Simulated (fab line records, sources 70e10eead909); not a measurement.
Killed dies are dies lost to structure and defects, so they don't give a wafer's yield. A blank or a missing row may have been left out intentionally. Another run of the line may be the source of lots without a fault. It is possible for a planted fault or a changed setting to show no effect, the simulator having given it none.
A struck lot beside a sound one    flow nand_harc    18 steps out of a route of 1159
Sound: the wafers L486.2, L486.3, L486.6. Wafers L489.3, L489.5, L489.6 were the ones struck. Last of all comes the cause.
For every step that has rows: the tool of each side, followed by ch and its chambers, followed by its first start. Under that, the readings that differ: sound wafers    struck wafers    difference of the means    sigmas: that difference in standard deviations of wafers without a fault.
alike: a reading whose means differ by less than 2 such deviations, as well as words and numbers matching on both sides. not compared: withheld readings; readings where some wafer has no value; bounds like >300 that might hide an equal value; numbers whose values overlap and for which the record gives no deviation.
A row with sigmas, a row that says differs or no value, or rows on one side alone: a step with any of these is where the two part. Non-overlapping numbers with no deviation appear without sigmas and do not part them. Lack of a reading on every wafer of one side parts them only where that side has two or more wafers.

NHARC_P_ZERO_WELL_CD_MEAS_11: the cd target is 500 nm.
  sound on cd_sem-02 ch 0, day 2 13:13; struck on cd_sem-03 ch 0, day 3 07:15
  alike: cd_nm
then, 1 step without rows for these wafers: NHARC_P_ZERO_WELL_HARDBAKE_12 (time 65 s).
NHARC_P_ZERO_WELL_DESCUM_13: chemistry O2, time 3 s.
  sound on rie_diel-02 ch 0,1,3, day 2 13:23; struck on rie_diel-12 ch 0,2,3, day 3 07:25
  alike: chamber_pressure_mTorr, drypump_motor_current_A, oes_product_au, rf_vpp_V, showerhead_plenum_p_Torr, throttle_valve_pct
  not compared: rf_hours_counter_h
NHARC_P_ZERO_WELL_ETCH_65: etches the open film in N2/H2, target depth 80 nm, overetch 24 nm, time 87.88 s.
  sound on rie_diel-02 ch 1,2,3, day 2 13:28; struck on rie_diel-12 ch 2,3, day 3 07:29
reading                          sound           struck          difference  sigmas
showerhead_plenum_p_Torr (Torr)  2.07 2.09 2.17  1.90 1.90 2.07  -0.15       -2
  alike: chamber_pressure_mTorr, drypump_motor_current_A, n2_flow_sccm, oes_product_au, rf_fwd_power_W, rf_vpp_V, throttle_valve_pct
  not compared: rf_hours_counter_h
NHARC_P_ZERO_WELL_ETCH_62: etches the open film in CHF3/Ar, target depth 13 nm, time 6.5 s.
  sound on rie_diel-02 ch 1,2,3; struck on rie_diel-12 ch 0,1
  alike: chamber_pressure_mTorr, drypump_motor_current_A, oes_product_au, rf_fwd_power_W, rf_vpp_V, showerhead_plenum_p_Torr, throttle_valve_pct
  not compared: rf_hours_counter_h
NHARC_P_ZERO_WELL_ETCH_63: etches the open film in HBr/Cl2, target depth 120 nm, time 40.1 s.
  sound on rie_si-01 ch 1,2,3, day 2 13:40; struck on rie_si-02 ch 2,3, day 3 07:40
  alike: chamber_pressure_mTorr, drypump_motor_current_A, oes_product_au, rf_fwd_power_W, throttle_valve_pct
  not compared: rf_hours_counter_h
then, 6 steps without rows for these wafers: NHARC_P_ZERO_WELL_STRIP_15 (strips in SPM, time 900 s); NHARC_P_ZERO_WELL_DEHYDRATE_16 (time 120 s); NHARC_P_ZERO_WELL_HMDS_17 (time 30 s); NHARC_P_ZERO_WELL_COAT_18; NHARC_P_ZERO_WELL_SOFTBAKE_19 (time 95 s); NHARC_P_ZERO_WELL_EBR_20.
NHARC_P_ZERO_WELL_EXPOSE_21: exposes mask P NWELL, target cd 720 nm.
  sound on krf_scanner-04 ch 0, day 2 14:25; struck on krf_scanner-02 ch 0, day 3 08:26
reading  sound                          struck                      difference  sigmas
mask     P_NWELL#0 P_NWELL#0 P_NWELL#0  P_HVPW#0 P_HVPW#0 P_HVPW#0  differs     
  alike: exposure_dose_mJ_cm2
then, 2 steps without rows for these wafers: NHARC_P_ZERO_WELL_PEB_22 (peb time 85 s); NHARC_P_ZERO_WELL_DEVELOP_23 (time 70 s).
NHARC_P_ZERO_WELL_CD_MEAS_24: the cd target is 720 nm.
  sound on cd_sem-03 ch 0, day 2 14:34; struck on cd_sem-01 ch 0, day 3 08:35
reading     sound              struck  difference                     sigmas
cd_nm (nm)  720.6 719.5 719.5  - - -   no value on the struck wafers  
then, 1 step without rows for these wafers: NHARC_P_ZERO_WELL_HARDBAKE_25 (time 80 s).
-- jump in the record: it breaks off in module P_ZERO_WELL and resumes in module END (first step shown: number 1159 of the route), and 17 days separate the struck wafers' starts before and after --
NHARC_END_SORT_01:
  only the struck wafers appear in the record here, on prober-02 ch 0 at day 20 19:29; the sound ones have no rows

## WHERE THEY PART
Last at NHARC_END_SORT_01 as far as this record goes, first at NHARC_P_ZERO_WELL_ETCH_65.

WHY: whatever the simulator had introduced
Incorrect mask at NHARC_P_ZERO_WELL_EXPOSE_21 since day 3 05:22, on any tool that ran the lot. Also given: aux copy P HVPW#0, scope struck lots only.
